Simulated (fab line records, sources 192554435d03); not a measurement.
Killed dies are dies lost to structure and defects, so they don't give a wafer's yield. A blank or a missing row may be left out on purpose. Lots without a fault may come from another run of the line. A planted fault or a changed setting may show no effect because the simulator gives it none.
Which tool did it? | flow n5_finfet | 10 lots, 30 wafers sampled, at 2 steps of a route of 1938

WHAT THE GAUGES READ, wafer by wafer
N5_BEOL_M9_CD_MEAS_18: pitch 140 nm, target cd 70 nm.
lot  | measured     | on        | cd_nm (nm)
L443 | day 9 12:25  | cd_sem-03 | 70.2 69.7 69.8
L445 | day 10 00:40 | cd_sem-02 | 69.8 70.7 70.0
L450 | day 11 13:02 | cd_sem-03 | 70.0 70.0 70.5
L451 | day 12 01:32 | cd_sem-02 | 71.1 70.6 70.7
L453 | day 12 18:52 | cd_sem-02 | 70.6 70.8 70.7
L454 | day 13 01:01 | cd_sem-01 | 70.8 71.8 71.8
L458 | day 13 20:40 | cd_sem-03 | 70.5 70.4 71.3
L459 | day 13 21:06 | cd_sem-03 | 69.9 70.3 70.1
L460 | day 13 22:05 | cd_sem-02 | 70.8 71.0 71.0
L462 | day 15 02:22 | cd_sem-02 | 70.6 70.0 69.0

WHICH TOOL RAN EACH LOT (tool, then ch and the chambers of the sampled wafers, then the start)
lot  | N5_BEOL_M9_ETCH_62
L443 | rie_diel-02 ch 0,2,3, day 9 12:03
L445 | rie_diel-05 ch 1,2,3, day 10 00:18
L450 | rie_diel-05 ch 0,1,2, day 11 12:40
L451 | rie_diel-02 ch 2,3, day 12 01:08
L453 | rie_diel-05 ch 0,2,3, day 12 18:19
L454 | rie_diel-05 ch 2,3, day 13 00:39
L458 | rie_diel-02 ch 0,2,3, day 13 20:16
L459 | rie_diel-01 ch 0,1,2, day 13 20:44
L460 | rie_diel-02 ch 2,3, day 13 21:33
L462 | rie_diel-01 ch 1,2,3, day 15 02:00
- N5_BEOL_M9_ETCH_62: etches SOC in N2/H2, target depth 110 nm, overetch 22 nm, time 165 s.

THE ANSWER, worked out from the rows above alone
Rule: what is usual is taken from the lots themselves. Put in order of their means at a reading, lots are off if they are a third of the lots or fewer, leave a main group of 4 or more, and stand apart from it by a gap of 3 or more times the standard deviation of the main group's means; of several such gaps the widest counts. A main group whose means are all the same, to the digits that the tables above print for the reading, isn't used. A lot without any number at a reading at which 4 lots or more have one is off too. The other lots that the step has rows for count as sound.
No lot is off at any reading shown: from this, nothing can be told.

WHAT THE SIMULATOR HAD PUT IN
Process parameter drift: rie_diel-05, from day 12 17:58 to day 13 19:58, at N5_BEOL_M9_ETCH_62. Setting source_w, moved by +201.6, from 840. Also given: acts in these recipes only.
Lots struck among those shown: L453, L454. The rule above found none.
